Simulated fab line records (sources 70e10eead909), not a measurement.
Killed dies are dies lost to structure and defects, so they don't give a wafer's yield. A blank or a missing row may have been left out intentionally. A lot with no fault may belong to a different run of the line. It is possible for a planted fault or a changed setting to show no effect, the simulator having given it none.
Matching of chambers | flow nandHarc | NHARC_A_CONTACT_ETCH_48 on rieDiel-05 has 4 sister chambers
The step etches the open film in CF4, target depth 39 nm, time 65 s. 4 wafers are shown with their chamber, then 12 later ones without.

== WAFERS WITH THEIR CHAMBER ==
wafer  | chamber | showerheadPlenumPTorr (Torr)
L086.3 | 3       | 1.70
L091.5 | 1       | 1.84
L092.4 | 2       | 1.76
L092.5 | 0       | 1.73

== WAFERS MISSING THEIR CHAMBER ==
wafer  | showerheadPlenumPTorr (Torr)
L093.1 | 1.76
L093.5 | 1.72
L093.6 | 1.84
L095.3 | 1.84
L095.4 | 1.76
L095.5 | 1.76
L096.1 | 1.72
L096.3 | 1.70
L096.5 | 1.84
L097.2 | 1.76
L097.4 | 1.72
L097.6 | 1.72

== EACH ONE'S CHAMBER ==
wafer  | from the rows above     | in truth
L093.1 | 2                       | 2
L093.5 | can't be placed: 0 or 3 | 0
L093.6 | 1                       | 1
L095.3 | 1                       | 1
L095.4 | 2                       | 2
L095.5 | 2                       | 2
L096.1 | can't be placed: 0 or 3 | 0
L096.3 | 3                       | 3
L096.5 | 1                       | 1
L097.2 | 2                       | 2
L097.4 | can't be placed: 0 or 3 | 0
L097.6 | can't be placed: 0 or 3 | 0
8 of 12 placed correctly. These rows do not allow placing 4 (true chamber among the candidates in 4). Placed wrongly: 0.
How it was worked out, from the rows above alone: a wafer's distance from a chamber is the root of the sum, over the readings, of the square of ((its reading less the chamber's mean) divided by the reading's scatter). The wafer belongs to the nearest chamber; if the next one is less than 2 further off, it can't be placed. The mean given for a chamber averages the wafers shown for that chamber. The scatter: root of mean squared gap, hidden wafer to nearest shown wafer, with one shown wafer a chamber.
